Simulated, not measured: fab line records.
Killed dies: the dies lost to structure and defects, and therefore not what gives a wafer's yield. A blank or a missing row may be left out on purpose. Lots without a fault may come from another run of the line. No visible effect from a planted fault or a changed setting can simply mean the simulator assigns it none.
Chamber matching ; flow n5 finfet ; 4 sister chambers for N5_GATE_CUT_ETCH_58 on rie diel-01
The step etches SiNx in CH3F/O2, target depth 17 nm, time 128.6 s. 16 wafers are shown with their chamber, then 8 later ones without.

## EACH WAFER AND ITS CHAMBER
wafer;chamber;drypump motor current A (A);throttle valve pct (%);showerhead plenum p Torr (Torr)
L078.1;3;5.4;16.3;1.98
L078.3;0;6.4;16.0;2.01
L078.6;0;6.5;16.0;2.01
L082.1;3;5.4;16.4;1.98
L082.2;1;5.8;15.7;2.12
L082.5;2;5.7;16.1;2.04
L085.3;3;5.4;16.4;1.97
L085.4;1;5.8;15.7;2.12
L085.5;1;5.8;15.7;2.12
L086.3;0;6.4;16.0;2.00
L086.4;2;5.7;16.1;2.03
L086.6;0;6.4;16.0;2.00
L090.3;1;5.8;15.7;2.12
L090.4;0;6.4;16.0;2.00
L090.6;1;5.8;15.7;2.11
L091.2;0;6.5;16.0;2.00

SIGNATURES (averages over the wafers above)
reading;chamber 0;chamber 1;chamber 2;chamber 3;scatter within a chamber
drypump motor current A;6.433;5.800;5.700;5.400;0.0333
throttle valve pct;16.000;15.700;16.100;16.367;0.0236
showerhead plenum p Torr;2.0033;2.1180;2.0350;1.9767;0.00524
Rule: a wafer lies at a distance from a chamber equal to the root of the sum of squares, over the readings, of (its reading less the chamber's mean, divided by the reading's scatter). If the next closest chamber is less than 2 further off than the closest, the wafer can't be placed; otherwise it belongs to the closest. The scatter: the root of (the sum of the squares of (reading less its chamber's mean) over the shown wafers, divided by (wafers less chambers)).

## WAFERS WITH NO CHAMBER GIVEN
wafer;drypump motor current A (A);throttle valve pct (%);showerhead plenum p Torr (Torr)
L091.4;6.5;16.0;2.00
L091.6;5.7;16.2;2.03
L094.2;5.7;16.2;2.03
L094.3;6.5;16.0;2.00
L094.6;6.5;16.0;2.00
L097.1;6.4;16.0;2.00
L097.2;5.4;15.9;1.97
L097.3;5.7;16.2;2.03

## WHICH CHAMBER EACH WENT THROUGH
wafer;from the rows above;in truth
L091.4;0;0
L091.6;2;2
L094.2;2;2
L094.3;0;0
L094.6;0;0
L097.1;0;0
L097.2;2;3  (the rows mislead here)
L097.3;2;2
Correct placement for 7 of the 8. Number that these rows cannot place: 0. 1 placed wrongly.
